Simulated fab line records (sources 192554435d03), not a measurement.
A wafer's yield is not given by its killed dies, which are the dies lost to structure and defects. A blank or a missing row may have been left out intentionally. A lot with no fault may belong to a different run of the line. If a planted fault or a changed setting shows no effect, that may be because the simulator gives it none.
Comparing a struck lot with a sound one / flow n5_finfet / 16 steps out of a route of 1938
Sound: wafers L560.1, L560.2, L560.5. Struck: wafer L568.1. (L568.3, L568.6 of the same lot were not struck and are left out.) The cause comes at the end.
At each step with rows: each side's tool, then ch and its chambers, then its first start. Under that, the readings that differ: sound wafers / struck wafers / difference of the means / sigmas: that difference in standard deviations of wafers without a fault.
alike: same words and numbers on both sides, and readings whose means sit less than 2 such deviations apart. not compared: any withheld reading, any reading some wafer has no value for, any bound like >300 that may hide the same value, and any number with overlapping values for which the record gives no deviation.
The two part at a step that has a row with sigmas, a row that says differs or no value, or rows on one side only. Numbers that don't overlap but have no deviation are shown without sigmas and don't part them. A reading missing from all wafers of one side parts the sides only when that side holds two or more wafers.

N5_BEOL_M1_ANNEAL_95: time 240 s.
  sound: pvd_sputter-01 at day 6 19:56; struck: pvd_sputter-02 at day 9 00:44
reading=heater_power_w (W); sound=1063 969 974; struck=765; difference=-237; sigmas=-2
N5_BEOL_M1_SPUTTER_96: material Cu, target thk 4.5 nm, time 8.29 s.
  sound: pvd_sputter-01 at day 6 20:04; struck: pvd_sputter-02 at day 9 00:53
  alike: throttle_valve_pct
then, 2 steps without rows for these wafers: N5_BEOL_M1_ECD_50 (material Cu, target thk 300 nm); N5_BEOL_M1_ANNEAL_51 (time 90 s).
N5_BEOL_M1_CMP_52: polishes, stops on SiOC, t overpolish 6.8 s, target thk 40 nm.
  sound on cmp-03 ch 0,2,3, day 6 20:50; struck on cmp-01 ch 2, day 9 01:22
  alike: barrier_field_endpoint_s, motor_current_A, overpolish_run_s, time_to_endpoint_s
N5_BEOL_M1_THK_MEAS_53: measures by xrf.
  sound: film_metro-02 at day 6 21:08; struck: film_metro-01 at day 9 01:40
  alike: M1_THK
N5_BEOL_M1_PRE_CLEAN_60: time 15 s.
  sound on cvd_co-01 ch 0,1,2, day 6 21:10; struck on cvd_co-02 ch 1, day 9 01:42
  alike: heater_power_w
then, 2 steps without rows for these wafers: N5_BEOL_M1_CO_CAP_55 (material Co, precursor CCTBA/H2, target thk 2 nm, time 102.1 s); N5_BEOL_M1_PRE_CLEAN_56 (time 15 s).
N5_BEOL_M1_DEP_57: deposits SiCN from 3MS/NH3, target thk 8 nm, time 14 s.
  sound on pecvd-01 ch 0,2, day 6 21:20; struck on pecvd-04 ch 2, day 9 01:52
reading=throttle_valve_pct (%); sound=8.5 8.3 8.5; struck=10.3; difference=+1.9; sigmas=+2
  alike: showerhead_plenum_p_Torr
N5_BEOL_M1_RS_MEAS_58: the measuring method here is four-point-probe.
  sound: film_metro-01 at day 6 21:25; struck: film_metro-02 at day 9 01:56
  alike: M1_RS
N5_BEOL_M1_INSPECT_59: inspects for defects (darkfield).
  sound: defect_inspect-02 at day 6 21:27; struck: defect_inspect-02 at day 9 01:58
  alike: raw_defect_count
N5_BEOL_M2_ILD_DEP_00: deposits SiOC from DEMS/O2, target thk 79 nm, time 15.3 s.
  sound on pecvd-02 ch 1,2, day 6 21:29; struck on pecvd-04 ch 0, day 9 02:00
reading=showerhead_plenum_p_Torr (Torr); sound=5.701 5.691 5.680; struck=5.723; difference=+0.032; sigmas=+2
reading=susceptor_temp_C (C); sound=349.80 349.58 349.86; struck=354.51; difference=+4.76; sigmas=+22
  alike: heater_power_w, throttle_valve_pct
N5_BEOL_M2_THK_MEAS_01:
  sound: film_metro-02 at day 6 21:33; struck: film_metro-02 at day 9 02:04
  alike: M2_ILD_THK
N5_BEOL_M4_RC_MEAS_101:
  sound on prober-01 ch 0, day 8 02:44; struck on prober-02 ch 0, day 11 00:34
reading=ION_N (uA/um); sound=656 669 650; struck=684; difference=+26; sigmas=+2
reading=ION_P (uA/um); sound=450 463 440; struck=470; difference=+19; sigmas=+2
reading=SS_P (mV/dec); sound=72.2 72.8 72.9; struck=74.2; difference=+1.6; sigmas=+2
reading=VT_N (mV); sound=255 253 256; struck=244; difference=-11; sigmas=-3
reading=VT_P (mV); sound=-254 -253 -254; struck=-247; difference=+7; sigmas=+2
  alike: DIBL_N, DIBL_P, IOFF_N, IOFF_P, SS_N
-- the record jumps here: 5 days lie between the struck wafers' starts before and after (it left off in module BEOL_M4 and takes up again in module PASSIVATION, whose first step shown is number 1936 of the route) --
N5_PASSIVATION_PROBE_49:
  sound: prober-01 at day 12 12:44; struck: prober-01 at day 15 19:07
reading=killed_at_contacts; sound=18 29 18; struck=4; difference=-18; sigmas=-3
  alike: defect_limited_yield, killed_at_M0_to_M3, killed_at_M4_up, killed_at_front_end, killed_at_other, killed_dies, killed_open, killed_short, sort_bin_5_function, sort_bin_6_memory, sort_bin_8_speed, sort_n_pass, sort_yield_pct

WHERE THEY PART
Earliest at N5_BEOL_M1_ANNEAL_95; latest, in this record, at N5_PASSIVATION_PROBE_49.

WHY: what had been put in by the simulator
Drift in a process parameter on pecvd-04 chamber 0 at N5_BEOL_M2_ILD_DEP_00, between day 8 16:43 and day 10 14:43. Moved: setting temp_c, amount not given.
